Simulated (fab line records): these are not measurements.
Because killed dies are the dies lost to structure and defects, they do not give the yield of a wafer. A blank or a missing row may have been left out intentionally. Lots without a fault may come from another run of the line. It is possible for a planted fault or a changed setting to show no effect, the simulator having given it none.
A struck lot beside a sound one + flow n5Finfet + 15 steps out of a route of 1938
Sound: the wafers L161.3, L161.4, L161.6. Wafers struck: L152.1, L152.4, L152.6. Last of all comes the cause.
For every step that has rows: the tool of each side, followed by ch and its chambers, followed by its first start. Under that, the readings that differ: sound wafers + struck wafers + difference of the means + sigmas: that difference in standard deviations of wafers without a fault.
alike: readings with means less than 2 such deviations apart, plus words and numbers identical on both sides. not compared: withheld readings, readings lacking a value on some wafer, bounds such as >300 that could conceal the same value, and numbers that have no deviation in the record and whose values overlap.
Wherever a step has rows on one side only, a row that says differs or no value, or a row with sigmas, the two part there. Numbers that have no deviation but don't overlap get no sigmas and don't part them. A reading missing from all wafers of one side parts the sides only when that side holds two or more wafers.

first, 3 steps without rows for these wafers: N5_BEOL_M5_EXPOSE_08 (exposes mask M5, target cd 28 nm); N5_BEOL_M5_PEB_09 (peb time 60 s); N5_BEOL_M5_DEVELOP_10 (develop time 30 s).
N5_BEOL_M5_CD_MEAS_11 targets a cd of 27.74 nm.
  sound on cdSem-01 ch 0, day 12 13:41; struck on cdSem-03 ch 0, day 10 09:03
  alike: cdNm
N5_BEOL_M5_OVL_MEAS_12:
  sound on overlay-02 ch 0, day 12 13:43; struck on overlay-01 ch 0, day 10 09:05
  alike: M5_OVL
N5_BEOL_M5_INSPECT_13: inspects for defects (brightfield).
  sound on defectInspect-01, day 12 13:46; struck on defectInspect-02, day 10 09:09
  alike: rawDefectCount
N5_BEOL_M5_DESCUM_16: chemistry O2, time 7 s.
  sound on rieDiel-04 ch 0,3, day 12 13:50; struck on rieDiel-06 ch 1,2, day 10 09:31
  alike: drypumpMotorCurrentA, oesProductAu, rfVppV, showerheadPlenumPTorr, throttleValvePct
  not compared: rfHoursCounterH
N5_BEOL_M5_ETCH_72: etches underlayer in N2/H2, target depth 6.5 nm, time 5.2 s.
  sound on rieDiel-04 ch 0,3, day 12 13:52; struck on rieDiel-06 ch 1,2, day 10 09:32
  alike: biasW, drypumpMotorCurrentA, etchRfOnTimeS, oesProductAu, rfVppV, showerheadPlenumPTorr, throttleValvePct
  not compared: rfHoursCounterH
N5_BEOL_M5_ETCH_61: etches SiARC in CF4, target depth 15.6 nm, time 26 s.
  sound on rieDiel-04 ch 0,3, day 12 13:53; struck on rieDiel-06 ch 1,2, day 10 09:34
  alike: biasW, drypumpMotorCurrentA, etchRfOnTimeS, oesProductAu, rfVppV, showerheadPlenumPTorr, throttleValvePct
  not compared: rfHoursCounterH
N5_BEOL_M5_ETCH_62: etches SOC in N2/H2, target depth 75 nm, overetch 15 nm, time 112.5 s.
  sound on rieDiel-04 ch 0,3, day 12 13:55; struck on rieDiel-06 ch 1,2, day 10 09:35
  alike: biasW, drypumpMotorCurrentA, oesProductAu, rfVppV, showerheadPlenumPTorr, throttleValvePct
  not compared: rfHoursCounterH
then, 2 steps without rows for these wafers: N5_BEOL_M5_STRIP_63 (strips in N2/H2); N5_BEOL_M5_STRIP_73 (strips in N2/H2).
N5_BEOL_M5_STRIP_64: strips in CF4.
  sound on rieDiel-04 ch 0,3, day 12 14:02; struck on rieDiel-06 ch 1,2, day 10 09:43
  no value came back on the struck wafers for any of 7 readings (biasPowerW (W), cf4FlowSccm (sccm) and others); on the sound wafers biasPowerW (W) reads 74.88 75.36 74.71
| reading                                   | sound | struck      | difference | sigmas |
|-------------------------------------------|-------|-------------|------------|--------|
| model.SiARC_of_BEOL_M5_COAT_60.thkNm (nm) | 0 0 0 | 6.8 6.6 6.8 | +6.7       |        |
  not compared: rfHoursCounterH
N5_BEOL_M5_HM_OPEN_17: chemistry Cl2/BCl3, target TiN, target depth 20 nm, overetch 6 nm.
  sound on rieMetal-01 ch 0,1, day 12 14:07; struck on rieMetal-03 ch 1, day 10 09:46
| reading                                   | sound             | struck            | difference | sigmas |
|-------------------------------------------|-------------------|-------------------|------------|--------|
| throttleValvePct (%)                      | 22.47 22.20 22.46 | 21.88 21.87 21.88 | -0.50      | -2     |
| model.SiARC_of_BEOL_M5_COAT_60.thkNm (nm) | 0 0 0             | 0.4 0.2 0.4       | +0.3       |        |
  alike: biasW, drypumpMotorCurrentA, oes_ar_750_au, oesProductAu
  not compared: rfHoursCounterH
N5_BEOL_M5_STRIP_19: strips in O2.
  sound on rieDiel-06 ch 1,3, day 12 14:11; struck on rieDiel-04 ch 1,2, day 10 09:52
  alike: chamberPressureMTorr, drypumpMotorCurrentA, oesProductAu, rfVppV, showerheadPlenumPTorr, throttleValvePct
  not compared: rfHoursCounterH

== WHERE THEY PART ==
Earliest at N5_BEOL_M5_STRIP_64; latest, in this record, at N5_BEOL_M5_HM_OPEN_17. Later steps at which nothing parts them and some readings are alike: N5_BEOL_M5_STRIP_19.

WHY: what the simulator had put in
Entire step skipped (rieDiel-06, N5_BEOL_M5_STRIP_64), from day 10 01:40 onward. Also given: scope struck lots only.
